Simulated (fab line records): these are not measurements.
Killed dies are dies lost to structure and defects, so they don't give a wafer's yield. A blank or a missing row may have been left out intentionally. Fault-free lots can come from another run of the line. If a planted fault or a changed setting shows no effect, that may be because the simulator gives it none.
fab line records	flow nand_harc
record lots=11	wafers=33	last_day=32
route steps=1302 shown P_ZERO_WELL@18 END@1302
lots untouched by any fault: they come from a run of this same line in which no faults occurred
start_h: start of the lot's first displayed wafer, in hours after the record's first day	wait_h: hours since the lot's step before	" unchanged from the row above	L1.1+2: one row covering several wafers at once	- either no value or no given start	* or withheld: withheld	< > ~ a bound
route shown NAME@n: NAME is a module with steps in the file, n the number in the route of the first one	usual: average and standard deviation across the fault-free wafers	same: alike in all rows	chamber/n: place in a boat	sites: each site's reading	_std_site: standard deviation across them	_edge_site: the outer-site mean with the inner-site mean subtracted	radius_mm: for every site, how far away it sits from the centre of the wafer	mask NAME#n: copy n	behind: the tool/chamber that last shaped the wafer	hold: cause of the lot's hold/its duration in hours/its outcome	device: the transistor (n, p or np) that didn't switch	end of line: tests run on the same wafers once the route is complete	a step without rows: its recipe alone	killed: dies lost to structure and defects at the first sort, not the wafer's yield	map: per-die view of a wafer (x killed, . not killed, _ where there is no die)
set.NAME: setting as actually run; set.NAME@STEP: the setting as run at that earlier step	model.NAME: the simulator's own value behind a step, which no gauge read
one table for each step of the route and one row for each wafer, over a sample of lots
services: the hour from which a tool's chamber was out of use, counted from the record's first day as start_h (under 0 if before that day), plus the number of hours and why
## steps
# step NHARC_P_ZERO_WELL_ETCH_62
# recipe target_depth_a=130	time_s=6.5	chf3_flow_sccm=50	ar_flow_sccm=200	rf_w=500	bias_w=200	chemistry=CHF3/Ar
# usual bias_w=200.0/0.63	chf3_flow_sccm=50.00/0.15	drypump_motor_current_A=5.9/0.34	mfc_ar_sccm=200.0/0.56	oes_product_au=0.963/0.02	rf_vpp_V=370.3/2.9	showerhead_plenum_p_Torr=2.33/0.12	throttle_valve_pct=20.217/0.0087
lot.wafer	tool	chamber	start_h	wait_h	bias_w	chf3_flow_sccm	drypump_motor_current_A	mfc_ar_sccm	oes_product_au	rf_hours_counter_h	rf_vpp_V	showerhead_plenum_p_Torr	throttle_valve_pct
L675.2	rie_diel-11	0	-	-	199.4	50.03	5.6	199.8	0.974	34	372.6	2.49	20.207
L675.1	"	2	"	"	200.7	50.21	6.1	199.0	0.945	36	366.9	2.17	20.218
L675.5	"	1	"	"	199.1	50.22	5.5	200.0	0.960	-	365.8	2.19	20.220
L676.3	rie_diel-05	3	-	-	200.5	50.06	5.9	200.4	0.954	40	367.3	2.24	20.212
L676.1	"	2	"	"	199.4	50.17	6.1	200.4	0.950	49	367.0	2.25	20.205
L676.5	"	3	"	"	200.0	50.17	5.9	199.3	0.963	-	369.3	2.24	20.227
L678.3	rie_diel-11	0	-	-	199.7	49.73	5.6	200.8	0.960	46	373.1	2.49	20.214
L678.2	"	1	"	"	199.1	50.00	5.4	199.8	0.941	50	367.2	2.19	20.232
L678.5	"	1	"	"	198.9	49.71	5.4	200.0	0.944	-	367.3	2.19	20.218
L679.3	rie_diel-11	2	-	-	199.7	49.79	6.1	201.2	0.951	54	366.3	2.16	20.216
L679.5	"	1	"	"	200.8	50.07	5.4	200.2	0.941	-	366.3	2.19	20.212
L679.6	"	2	"	"	199.2	50.10	6.2	201.2	0.972	-	365.0	2.16	20.220
L684.2	rie_diel-11	1	-	-	199.8	49.97	5.5	199.6	0.978	13	367.0	2.18	20.217
L684.5	"	0	"	"	199.7	49.79	5.6	200.0	0.985	-	373.2	2.48	20.210
L684.6	"	1	"	"	199.7	50.05	5.5	200.1	0.976	-	367.4	2.18	20.203
L685.4	rie_diel-11	2	-	-	200.3	50.04	6.1	200.2	0.965	14	375.2	2.53	20.210
L685.3	"	0	"	"	200.0	50.15	5.6	200.2	0.991	12	374.0	2.48	20.220
L685.5	"	2	"	"	201.3	50.01	6.2	199.4	0.959	-	374.2	2.53	20.206
L687.1	rie_diel-11	2	-	-	200.1	50.06	6.1	200.3	0.926	24	374.4	2.53	20.218
L687.3	"	3	"	"	200.8	50.20	6.0	199.5	0.943	21	370.4	2.37	20.209
L687.6	"	0	"	"	200.2	50.15	5.7	199.8	0.954	-	373.0	2.48	20.229
L691.1	rie_diel-11	3	-	-	199.7	49.71	6.1	199.6	0.955	31	371.1	2.37	20.223
L691.2	"	1	"	"	199.4	49.92	5.5	199.1	0.949	33	366.9	2.18	20.206
L691.5	"	3	"	"	200.4	49.88	6.0	199.7	0.951	-	371.0	2.37	20.225
L692.1	rie_diel-10	3	-	-	200.3	50.03	5.9	199.3	0.960	50	367.0	2.20	20.221
L692.3	"	2	"	"	200.7	50.26	5.7	199.8	0.981	50	370.9	2.34	20.213
L692.4	"	3	"	"	200.6	49.98	5.9	200.2	0.959	-	367.9	2.20	20.222
L693.1	rie_diel-10	2	-	-	199.4	50.11	5.7	199.7	0.980	53	372.2	2.34	20.220
L693.2	"	0	"	"	200.1	49.71	5.7	199.5	0.986	52	370.3	2.35	20.225
L693.6	"	2	"	"	199.6	50.04	5.7	199.7	0.973	-	370.9	2.34	20.221
L694.2	rie_diel-10	2	-	-	200.4	49.99	5.7	199.8	1.002	57	370.3	2.34	20.217
L694.4	"	0	"	"	200.6	50.08	5.6	200.3	0.975	54	370.6	2.35	20.216
L694.3	"	1	"	"	198.9	50.07	5.2	200.7	0.976	49	372.7	2.40	20.221
# step NHARC_P_ZERO_WELL_DESCUM_39
# recipe time_s=3	o2_flow_sccm=200	ar_flow_sccm=0	bias_power_w=0	chemistry=O2
# usual drypump_motor_current_A=5.9/0.37	mfc_ar_sccm=0.008/0.014	oes_product_au=1.005/0.012	rf_vpp_V=57.7/0.96	showerhead_plenum_p_Torr=1.90/0.1	throttle_valve_pct=11.310/0.0097
lot.wafer	tool	chamber	start_h	wait_h	drypump_motor_current_A	mfc_ar_sccm	oes_product_au	rf_hours_counter_h	rf_vpp_V	showerhead_plenum_p_Torr	throttle_valve_pct
L675.1	rie_diel-05	1	34.38	-	6.1	0	0.999	53	57.4	1.77	11.291
L675.2	"	3	"	"	5.9	0	1.010	38	57.9	1.82	11.308
L675.5	"	1	"	"	6.1	0	1.004	-	54.5	1.77	11.312
L676.3	rie_diel-11	1	44.43	-	5.5	0.007	0.991	42	57.0	1.78	11.308
L676.1	"	0	"	"	5.6	0.010	0.995	40	58.9	2.04	11.312
L676.5	"	2	"	"	6.1	0.000	0.986	-	55.5	1.76	11.311
L678.2	rie_diel-05	3	64.46	-	5.9	0	1.030	0	58.7	1.82	11.310
L678.3	"	0	"	"	6.6	0	1.015	0	58.2	1.88	11.308
L678.5	"	3	"	"	5.9	0	1.034	-	56.5	1.82	11.300
L679.3	rie_diel-05	3	74.59	-	5.9	0	1.038	6	56.9	1.82	11.310
L679.6	"	2	"	"	6.1	0.044	1.000	-	58.1	1.83	11.313
L679.5	"	3	"	"	5.9	0	1.028	-	57.7	1.82	11.291
L684.2	rie_diel-11	0	124.44	-	5.6	0.010	1.011	11	59.0	2.03	11.315
L684.5	"	1	"	"	5.5	0.007	1.011	-	58.0	1.78	11.295
L684.6	"	2	"	"	6.1	0.000	1.004	-	57.8	2.07	11.305
L685.4	rie_diel-05	1	134.26	-	6.1	0	0.995	22	57.1	2.07	11.301
L685.3	"	2	"	"	6.1	0.044	1.002	27	57.6	1.83	11.309
L685.5	"	1	"	"	6.1	0	1.000	-	58.5	2.07	11.319
L687.3	rie_diel-05	2	155.14	-	6.1	0.044	0.995	34	57.0	1.82	11.304
L687.1	"	3	"	"	5.9	0	1.017	34	56.1	1.81	11.291
L687.6	"	1	"	"	6.1	0	0.993	-	57.7	2.07	11.310
L691.2	rie_diel-11	3	194.29	-	6.0	0	1.012	32	57.3	1.93	11.310
L691.1	"	1	"	"	5.4	0.007	0.997	33	56.3	1.77	11.294
L691.5	"	2	"	"	6.1	0.000	0.998	-	59.4	2.06	11.303
L692.1	rie_diel-11	1	204.39	-	5.5	0.007	0.988	35	56.6	1.77	11.319
L692.4	"	2	"	"	6.1	0.000	0.982	35	59.1	2.06	11.310
L692.3	"	3	"	"	6.0	0	0.996	35	58.5	1.93	11.308
L693.1	rie_diel-10	3	214.26	-	5.9	0	1.006	51	56.0	1.79	11.314
L693.2	"	0	"	"	5.7	0	1.014	52	57.7	1.92	11.301
L693.6	"	2	"	"	5.7	0.023	1.019	-	58.5	1.91	11.312
L694.4	rie_diel-10	2	224.41	-	5.7	0.023	1.016	59	57.8	1.91	11.308
L694.2	"	3	"	"	5.9	0	0.999	55	57.9	1.79	11.305
L694.3	"	0	"	"	5.7	0	1.017	55	56.8	1.92	11.306
# step NHARC_P_ZERO_WELL_STRIP_41
# recipe time_s=840	temp_c=130	chemistry=SPM
# usual bath_guard_temp_C=129.8/0.58	bath_heat_duty_pct=14.9/1.8
lot.wafer	tool	chamber	start_h	wait_h	bath_guard_temp_C	bath_heat_duty_pct
L675.5	wet_bench-05	3	35.09	0.1	129.9	14.2
L675.1	"	4	"	"	129.4	13.6
L675.2	"	7	"	"	129.7	16.0
L676.3	wet_bench-05	1	45.69	0.2	129.6	16.5
L676.5	"	2	"	"	129.8	13.3
L676.1	"	5	"	"	130.7	18.9
L678.2	wet_bench-05	2	65.21	0.2	129.6	13.9
L678.5	"	3	"	"	129.7	14.9
L678.3	"	4	"	"	129.1	13.9
L679.5	wet_bench-03	1	75.30	0.1	129.9	15.3
L679.3	"	3	"	"	128.2	16.9
L679.6	"	5	"	"	129.7	17.1
L684.2	wet_bench-02	3	125.15	0.2	-	-
L684.6	"	4	"	"	-	-
L684.5	"	5	"	"	-	-
L685.5	wet_bench-02	1	134.98	0.1	-	-
L685.3	"	3	"	"	-	-
L685.4	"	6	"	"	-	-
L687.1	wet_bench-02	4	155.84	0.2	130.0	14.1
L687.3	"	6	"	"	129.3	17.0
L687.6	"	0	"	"	129.7	12.0
L691.5	wet_bench-02	0	194.99	0.1	130.1	12.3
L691.2	"	3	"	"	131.5	16.5
L691.1	"	5	"	"	129.6	15.0
L692.3	wet_bench-02	7	205.11	0.1	130.5	11.7
L692.4	"	0	"	"	130.0	12.2
L692.1	"	2	"	"	129.2	16.2
L693.1	wet_bench-02	7	214.97	0.2	130.5	14.3
L693.6	"	1	"	"	130.2	13.1
L693.2	"	2	"	"	129.3	15.3
L694.2	wet_bench-03	7	225.16	0.2	131.0	15.0
L694.4	"	1	"	"	129.7	15.5
L694.3	"	2	"	"	130.3	12.7
# step NHARC_P_ZERO_WELL_RTA_42
# recipe temp_c=1100	time_s=300
# usual lamp_power_pct=35.1/2.1	lamp_zone_2_pct=35.1/2.1	wafer_temp_C_max=1103.7/0.75
lot.wafer	tool	chamber	start_h	wait_h	lamp_power_pct	lamp_zone_2_pct	wafer_temp_C_max
L675.1	rtp_anneal-01	0	36.85	-	33.0	33.0	1103.3
L675.2	"	0	"	"	33.0	32.9	1104.4
L675.5	"	0	"	"	33.0	33.1	1103.1
L676.1	rtp_anneal-01	0	47.62	-	33.0	32.9	1103.7
L676.3	"	0	"	"	33.0	33.0	1103.4
L676.5	"	0	"	"	32.9	33.0	1103.0
L678.2	rtp_anneal-02	0	69.29	-	37.2	37.3	1103.1
L678.3	"	0	"	"	37.3	37.2	1104.0
L678.5	"	0	"	"	37.2	37.2	1103.8
L679.3	rtp_anneal-01	0	77.40	-	33.0	33.0	1103.2
L679.5	"	0	"	"	33.1	33.0	1103.8
L679.6	"	0	"	"	33.0	33.0	1102.7
L684.2	rtp_anneal-02	0	127.04	-	37.3	37.4	1102.9
L684.5	"	0	"	"	37.3	37.3	1103.5
L684.6	"	0	"	"	37.2	37.3	1104.1
L685.3	rtp_anneal-02	0	137.10	-	37.2	37.3	1105.0
L685.4	"	0	"	"	37.3	37.3	1103.5
L685.5	"	0	"	"	37.2	37.3	1104.1
L687.1	rtp_anneal-01	0	157.77	-	33.0	33.0	1102.2
L687.3	"	0	"	"	33.1	33.0	1104.1
L687.6	"	0	"	"	33.0	33.0	1103.0
L691.1	rtp_anneal-01	0	196.90	-	33.1	33.1	1103.0
L691.2	"	0	"	"	33.0	33.0	1102.8
L691.5	"	0	"	"	33.0	33.1	1104.5
L692.1	rtp_anneal-01	0	206.86	-	33.0	33.0	1103.5
L692.3	"	0	"	"	33.0	33.1	1102.7
L692.4	"	0	"	"	33.1	33.1	1103.1
L693.1	rtp_anneal-01	0	216.74	-	33.0	33.0	1103.3
L693.2	"	0	"	"	33.0	33.1	1103.7
L693.6	"	0	"	"	33.0	33.0	1103.5
L694.2	rtp_anneal-02	0	227.15	-	37.2	37.2	1103.0
L694.3	"	0	"	"	37.3	37.2	1103.9
L694.4	"	0	"	"	37.2	37.2	1104.4
# step NHARC_END_SORT_01
# recipe temp_c=25
# usual killed_at_array=56/17	killed_at_other=0.9/1.2	killed_at_periphery=3.9/2.5	killed_dies=61/17	killed_open=3.2/1.8	killed_short=2.7/1.7
# same gross_dies=677
lot.wafer	tool	chamber	start_h	wait_h	hold	killed_at_array	killed_at_other	killed_at_periphery	killed_dies	killed_open	killed_short
L675.1	prober-01	0	572.51	2.5	-	28	2	0	30	3	1
L675.2	prober-01	0	573.30	2.8	-	46	2	3	51	4	3
L675.5	prober-01	0	575.69	3.7	-	35	0	2	37	1	2
L676.1	prober-02	0	577.79	2.5	-	50	0	1	51	4	2
L676.3	prober-02	0	579.39	3.1	-	49	0	3	52	4	2
L676.5	prober-02	0	580.99	3.7	-	43	0	2	45	2	2
L678.2	prober-02	0	594.51	2.8	-	71	0	4	75	5	7
L678.3	prober-02	0	595.31	3.1	-	65	0	9	74	3	6
L678.5	prober-02	0	596.91	3.7	-	65	1	8	74	8	3
L679.3	prober-01	0	618.38	3.1	-	41	0	2	43	3	2
L679.5	prober-01	0	619.97	3.7	-	50	0	2	52	1	4
L679.6	prober-01	0	620.77	4.0	-	30	2	2	34	1	1
L684.2	prober-01	0	662.32	2.8	await_dispo/6.6h/scrap	77	1	599	677	3	2
L684.5	prober-01	0	664.71	3.7	await_dispo/6.6h/scrap	82	1	594	677	3	3
L684.6	prober-01	0	665.50	4.0	await_dispo/6.6h/scrap	96	1	580	677	1	4
L685.3	prober-01	0	681.96	3.1	await_dispo/3.0h/scrap	48	0	629	677	3	6
L685.4	prober-01	0	682.77	3.4	await_dispo/3.0h/scrap	61	1	615	677	4	3
L685.5	prober-01	0	683.57	3.7	await_dispo/3.0h/scrap	43	0	634	677	3	0
L687.1	prober-02	0	710.60	2.5	-	65	1	8	74	4	5
L687.3	prober-02	0	712.18	3.1	-	28	1	3	32	4	1
L687.6	prober-02	0	714.56	4.0	-	37	1	2	40	3	4
L692.1	prober-02	0	731.40	2.5	-	62	1	7	70	4	1
L692.3	prober-02	0	733.00	3.1	-	81	1	7	89	2	0
L692.4	prober-02	0	733.80	3.4	-	75	2	4	81	2	7
L691.1	prober-02	0	743.37	2.5	-	51	0	0	51	4	1
L691.2	prober-02	0	744.17	2.8	-	44	0	7	51	3	3
L691.5	prober-02	0	746.56	3.7	-	53	0	3	56	4	3
L693.1	prober-01	0	752.19	2.5	-	64	1	1	66	2	2
L693.2	prober-01	0	752.97	2.8	-	52	0	1	53	5	1
L693.6	prober-01	0	756.13	3.9	-	43	2	4	49	5	4
L694.2	prober-01	0	760.74	2.8	-	52	1	4	57	1	0
L694.3	prober-01	0	761.54	3.1	-	41	1	11	53	4	2
L694.4	prober-01	0	762.35	3.4	-	57	0	5	62	2	1
# killed by level:class
L675.1 A_SLIT:chamber_film_flake=11 A_CHANNEL_HOLE_D2:chamber_film_flake=5 A_STAIRCASE:chamber_film_flake=3 A_CONTACT:chamber_film_flake=2 THIN_TSV:chamber_film_flake=2 A_CHANNEL_FILL_D1:geometric_particle:open=1 A_DECK1_JOINT:geometric_particle:short=1 A_WL_FILL:geometric_particle:open=1
L675.2 A_SLIT:chamber_film_flake=24 A_CHANNEL_HOLE_D2:chamber_film_flake=8 A_CHANNEL_FILL_D1:chamber_film_flake=2 A_STAIRCASE:chamber_film_flake=2 A_M1:chamber_film_flake=2 THIN_TSV:chamber_film_flake=2 P_M1:geometric_particle:open=1 A_DECK1_JOINT:geometric_particle:short=1
L675.5 A_SLIT:chamber_film_flake=21 A_CHANNEL_HOLE_D2:chamber_film_flake=5 A_STAIRCASE:chamber_film_flake=4 A_ONON_D2:geometric_particle:short=2 P_BONDPAD:chamber_film_flake=2 A_CHANNEL_FILL_D2:geometric_particle:open=1 A_CHANNEL_HOLE_D1:chamber_film_flake=1 A_CONTACT:chamber_film_flake=1
L676.1 A_CHANNEL_HOLE_D2:chamber_film_flake=37 A_STAIRCASE:chamber_film_flake=3 A_M0:geometric_particle:open=2 A_CONTACT:chamber_film_flake=2 P_M0:geometric_particle:short=1 A_DECK1_JOINT:geometric_particle:open=1 A_WL_FILL:geometric_particle:short=1 A_CONTACT:geometric_particle:open=1
L676.3 A_CHANNEL_HOLE_D2:chamber_film_flake=31 A_CHANNEL_FILL_D2:chamber_film_flake=4 A_CHANNEL_HOLE_D1:chamber_film_flake=3 A_STAIRCASE:chamber_film_flake=2 A_CONTACT:chamber_film_flake=2 P_M1:geometric_particle:open=1 A_ONON_D1:geometric_particle:open=1 A_CHANNEL_HOLE_D2:geometric_particle:short=1
L676.5 A_CHANNEL_HOLE_D2:chamber_film_flake=33 A_CHANNEL_HOLE_D1:chamber_film_flake=3 A_STAIRCASE:chamber_film_flake=2 P_STI:geometric_particle:short=1 P_M2:geometric_particle:short=1 A_ONON_D1:geometric_particle:open=1 A_CHANNEL_FILL_D2:geometric_particle:open=1 A_CHANNEL_FILL_D2:chamber_film_flake=1
L678.2 A_CHANNEL_HOLE_D1:chamber_film_flake=28 A_CHANNEL_HOLE_D2:chamber_film_flake=24 A_CHANNEL_FILL_D2:geometric_particle:open=3 A_CHANNEL_FILL_D2:geometric_particle:short=3 A_CHANNEL_FILL_D2:chamber_film_flake=3 A_ONON_D2:geometric_particle:short=2 A_SLIT:chamber_film_flake=2 P_CONTACT:geometric_particle:open=1
L678.3 A_CHANNEL_HOLE_D1:chamber_film_flake=25 A_CHANNEL_HOLE_D2:chamber_film_flake=21 P_ZERO_WELL:chamber_film_flake=4 P_BONDPAD:chamber_film_flake=4 A_CHANNEL_FILL_D2:chamber_film_flake=3 A_SLIT:chamber_film_flake=3 A_CHANNEL_FILL_D2:geometric_particle:short=2 A_WL_FILL:geometric_particle:short=2
L678.5 A_CHANNEL_HOLE_D2:chamber_film_flake=28 A_CHANNEL_HOLE_D1:chamber_film_flake=23 A_CHANNEL_FILL_D2:chamber_film_flake=4 P_GATE:geometric_particle:open=2 P_BONDPAD:chamber_film_flake=2 A_STAIRCASE:chamber_film_flake=2 A_CONTACT:chamber_film_flake=2 P_M1:geometric_particle:open=1
L679.3 A_SLIT:chamber_film_flake=24 A_CHANNEL_HOLE_D2:chamber_film_flake=5 A_STAIRCASE:chamber_film_flake=2 A_WL_FILL:chamber_film_flake=2 A_ONON_D1:geometric_particle:open=1 A_CHANNEL_FILL_D1:geometric_particle:short=1 A_WL_FILL:geometric_particle:open=1 A_WL_FILL:geometric_particle:short=1
L679.5 A_SLIT:chamber_film_flake=24 A_CHANNEL_HOLE_D2:chamber_film_flake=14 A_STAIRCASE:chamber_film_flake=5 A_CONTACT:geometric_particle:short=2 P_CONTACT:geometric_particle:short=1 A_ONON_D2:geometric_particle:open=1 A_WL_FILL:geometric_particle:short=1 P_GATE:chamber_film_flake=1
L679.6 A_SLIT:chamber_film_flake=11 A_STAIRCASE:chamber_film_flake=8 A_CHANNEL_HOLE_D2:chamber_film_flake=5 P_ZERO_WELL:chamber_film_flake=2 A_M0:chamber_film_flake=2 THIN_TSV:chamber_film_flake=2 A_SGD_CUT:geometric_particle:open=1 A_WL_FILL:geometric_particle:short=1
L684.2 P_ZERO_WELL:area_strip=597 A_CHANNEL_HOLE_D1:chamber_film_flake=29 A_SLIT:chamber_film_flake=27 A_CHANNEL_HOLE_D2:chamber_film_flake=10 A_CONTACT:chamber_film_flake=6 P_GATE:geometric_particle:short=1 A_ONON_D2:geometric_particle:short=1 A_WL_FILL:geometric_particle:open=1
L684.5 P_ZERO_WELL:area_strip=593 A_CHANNEL_HOLE_D1:chamber_film_flake=33 A_SLIT:chamber_film_flake=18 A_CHANNEL_HOLE_D2:chamber_film_flake=13 A_CONTACT:chamber_film_flake=12 P_M0:geometric_particle:open=1 A_ONON_D1:geometric_particle:short=1 A_DECK1_JOINT:geometric_particle:short=1
L684.6 P_ZERO_WELL:area_strip=579 A_SLIT:chamber_film_flake=36 A_CHANNEL_HOLE_D1:chamber_film_flake=30 A_CHANNEL_HOLE_D2:chamber_film_flake=14 A_CONTACT:chamber_film_flake=8 A_WL_FILL:geometric_particle:short=2 A_CHANNEL_FILL_D1:geometric_particle:short=1 A_DECK1_JOINT:geometric_particle:open=1
L685.3 P_ZERO_WELL:area_strip=627 A_SLIT:chamber_film_flake=17 A_CHANNEL_HOLE_D2:chamber_film_flake=14 A_CONTACT:chamber_film_flake=4 A_CHANNEL_HOLE_D1:chamber_film_flake=3 A_CHANNEL_FILL_D1:geometric_particle:short=2 A_CHANNEL_HOLE_D1:geometric_particle:open=1 A_ONON_D2:geometric_particle:open=1
L685.4 P_ZERO_WELL:area_strip=608 A_SLIT:chamber_film_flake=32 A_CHANNEL_HOLE_D2:chamber_film_flake=11 A_CONTACT:chamber_film_flake=7 A_CHANNEL_HOLE_D1:chamber_film_flake=4 P_STI:chamber_film_flake=3 P_M0:geometric_particle:open=2 P_GATE:geometric_particle:open=1
L685.5 P_ZERO_WELL:area_strip=625 A_SLIT:chamber_film_flake=18 A_CHANNEL_HOLE_D2:chamber_film_flake=16 P_STI:chamber_film_flake=6 A_CHANNEL_HOLE_D1:chamber_film_flake=5 P_M0:geometric_particle:open=1 A_DECK1_JOINT:geometric_particle:open=1 A_CONTACT:geometric_particle:open=1
L687.1 A_SLIT:chamber_film_flake=27 A_CHANNEL_HOLE_D2:chamber_film_flake=15 A_CONTACT:chamber_film_flake=8 P_GATE:chamber_film_flake=5 A_CHANNEL_HOLE_D1:chamber_film_flake=3 P_M0:geometric_particle:short=2 A_M1:chamber_film_flake=2 A_DECK1_JOINT:geometric_particle:short=1
L687.3 A_SLIT:chamber_film_flake=14 A_CHANNEL_HOLE_D1:chamber_film_flake=4 A_CHANNEL_HOLE_D2:chamber_film_flake=3 A_M0:geometric_particle:open=2 A_CONTACT:chamber_film_flake=2 P_GATE:geometric_particle:short=1 A_CONTACT:geometric_particle:open=1 STARTING-WAFER:geometric_particle:open=1
L687.6 A_SLIT:chamber_film_flake=14 A_CHANNEL_HOLE_D2:chamber_film_flake=9 A_CHANNEL_HOLE_D1:chamber_film_flake=4 A_WL_FILL:geometric_particle:short=2 P_GATE:chamber_film_flake=2 A_DECK1_JOINT:geometric_particle:short=1 A_CHANNEL_HOLE_D2:geometric_particle:open=1 A_SGD_CUT:geometric_particle:short=1
L692.1 A_CHANNEL_HOLE_D1:chamber_film_flake=30 A_SLIT:chamber_film_flake=18 P_BONDPAD:chamber_film_flake=4 A_STAIRCASE:chamber_film_flake=3 A_CONTACT:chamber_film_flake=3 P_GATE:geometric_particle:open=1 A_DECK1_JOINT:geometric_particle:short=1 A_WL_FILL:geometric_particle:open=1
L692.3 A_CHANNEL_HOLE_D1:chamber_film_flake=37 A_SLIT:chamber_film_flake=36 A_WL_FILL:chamber_film_flake=4 P_ZERO_WELL:chamber_film_flake=3 P_BONDPAD:chamber_film_flake=3 A_CONTACT:chamber_film_flake=2 P_GATE:geometric_particle:open=1 A_CHANNEL_FILL_D1:geometric_particle:open=1
L692.4 A_CHANNEL_HOLE_D1:chamber_film_flake=41 A_SLIT:chamber_film_flake=21 A_CONTACT:chamber_film_flake=3 A_ZERO_WELL:chamber_film_flake=2 P_M0:geometric_particle:open=1 P_BONDPAD:geometric_particle:short=1 A_ONON_D1:geometric_particle:short=1 A_ONON_D2:geometric_particle:short=1
L691.1 A_CHANNEL_HOLE_D1:chamber_film_flake=39 A_CONTACT:geometric_particle:open=2 A_STAIRCASE:chamber_film_flake=2 A_SLIT:chamber_film_flake=2 A_CONTACT:chamber_film_flake=2 A_ONON_D1:geometric_particle:open=1 A_CHANNEL_HOLE_D1:geometric_particle:open=1 A_CHANNEL_FILL_D2:geometric_particle:short=1
L691.2 A_CHANNEL_HOLE_D1:chamber_film_flake=25 A_CONTACT:chamber_film_flake=10 P_BONDPAD:chamber_film_flake=3 P_GATE:chamber_film_flake=2 A_SLIT:chamber_film_flake=2 P_GATE:geometric_particle:open=1 P_GATE:geometric_particle:short=1 A_ONON_D1:geometric_particle:short=1
L691.5 A_CHANNEL_HOLE_D1:chamber_film_flake=28 A_CONTACT:chamber_film_flake=10 A_CHANNEL_FILL_D1:chamber_film_flake=3 A_WL_FILL:geometric_particle:short=2 P_BONDPAD:chamber_film_flake=2 A_ZERO_WELL:chamber_film_flake=2 A_SLIT:chamber_film_flake=2 P_M0:geometric_particle:open=1
L693.1 A_CHANNEL_HOLE_D2:chamber_film_flake=32 A_CHANNEL_HOLE_D1:chamber_film_flake=14 A_SLIT:chamber_film_flake=4 A_DECK1_JOINT:chamber_film_flake=3 A_STAIRCASE:chamber_film_flake=3 A_CONTACT:chamber_film_flake=3 A_ONON_D1:geometric_particle:short=1 A_DECK1_JOINT:geometric_particle:open=1
L693.2 A_CHANNEL_HOLE_D1:chamber_film_flake=19 A_CHANNEL_HOLE_D2:chamber_film_flake=13 A_DECK1_JOINT:chamber_film_flake=5 A_STAIRCASE:chamber_film_flake=4 A_SLIT:chamber_film_flake=3 A_ONON_D2:geometric_particle:open=2 A_ONON_D1:geometric_particle:short=1 A_ONON_D1:geometric_particle:open=1
L693.6 A_CHANNEL_HOLE_D2:chamber_film_flake=13 A_SLIT:chamber_film_flake=8 A_CHANNEL_HOLE_D1:chamber_film_flake=7 A_ZERO_WELL:chamber_film_flake=2 A_CHANNEL_FILL_D1:chamber_film_flake=2 A_STAIRCASE:chamber_film_flake=2 A_WL_FILL:chamber_film_flake=2 P_STI:geometric_particle:open=1
L694.2 A_SLIT:chamber_film_flake=26 A_CHANNEL_HOLE_D1:chamber_film_flake=11 A_CHANNEL_HOLE_D2:chamber_film_flake=5 A_CONTACT:chamber_film_flake=4 A_STAIRCASE:chamber_film_flake=3 P_ZERO_WELL:chamber_film_flake=2 A_CHANNEL_FILL_D2:chamber_film_flake=2 A_WL_FILL:geometric_particle:open=1
L694.3 A_SLIT:chamber_film_flake=16 A_CONTACT:chamber_film_flake=7 A_CHANNEL_HOLE_D1:chamber_film_flake=6 P_CONTACT:chamber_film_flake=4 P_M2:chamber_film_flake=4 A_CHANNEL_HOLE_D2:chamber_film_flake=4 P_ZERO_WELL:chamber_film_flake=2 A_ONON_D1:geometric_particle:short=1
L694.4 A_SLIT:chamber_film_flake=32 A_CHANNEL_HOLE_D1:chamber_film_flake=10 P_M2:chamber_film_flake=5 A_CONTACT:chamber_film_flake=4 A_CHANNEL_FILL_D1:chamber_film_flake=2 A_CHANNEL_HOLE_D2:chamber_film_flake=2 A_WL_FILL:chamber_film_flake=2 A_ONON_D2:geometric_particle:open=1
## services
tool	chamber	start_h	hours	kind
rie_diel-11	0	10.50	-	clean
rie_diel-11	1	10.50	-	clean
rie_diel-11	2	10.50	-	clean
rie_diel-11	3	10.50	-	clean
rtp_anneal-02	-	12.00	12.0	pm
rie_diel-10	1	26.63	13.7	repair
wet_bench-03	-	34.40	8.0	pm
rie_diel-05	2	36.42	3.6	repair
rie_diel-11	1	38.98	5.0	repair
rie_diel-05	0	47.12	2.1	repair
rie_diel-05	-	53.46	9.0	pm
rie_diel-10	3	59.28	5.1	repair
rie_diel-10	-	65.67	9.0	pm
rie_diel-11	-	66.41	0.3	repair
wet_bench-02	-	68.79	8.0	pm
rie_diel-11	-	78.55	9.0	pm
wet_bench-05	-	84.80	8.0	pm
rie_diel-10	-	106.04	0.7	repair
rie_diel-10	2	120.65	10.4	repair
rie_diel-11	0	135.50	8.6	repair
rie_diel-10	1	173.21	33.8	repair
rie_diel-11	2	209.85	5.9	repair
wet_bench-03	-	210.40	8.0	pm
rie_diel-11	-	212.84	2.0	repair
## key
first_sign step=NHARC_P_ZERO_WELL_STRIP_41	reading=tool_record	direction=missing
effect step=NHARC_END_SORT_01	reading=killed_at_periphery	direction=up	sigmas=99+	usual=3.9	struck=608.5
more_kills_born_at NHARC_P_ZERO_WELL_STRIP_41@wet_bench-02=3629
met_at NHARC_P_ZERO_WELL_STRIP_41
struck_lots L684,L685
later_rows_left_out L684.2,L684.5,L684.6,L685.3,L685.4,L685.5
tester_left_out L684,L685
not_acting_at NHARC_P_ZERO_WELL_ETCH_62,NHARC_P_ZERO_WELL_DESCUM_39,NHARC_P_ZERO_WELL_RTA_42
fault kind=skipped_step_whole	tool=wet_bench-02	chamber=-	onset_h=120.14	steps=NHARC_P_ZERO_WELL_STRIP_41	scope=struck_lots_only
# tester_left_out: of these lots the tester's yield and bins aren't shown, on N5 and GAA mostly nor the transistor test; their killed dies are dies lost to structure and defects alone, not to doping, threshold or leakage, so they don't give the yield
# later_rows_left_out: the simulator's readings of these wafers behind a module that went badly wrong aren't trusted and aren't shown, but for the sort
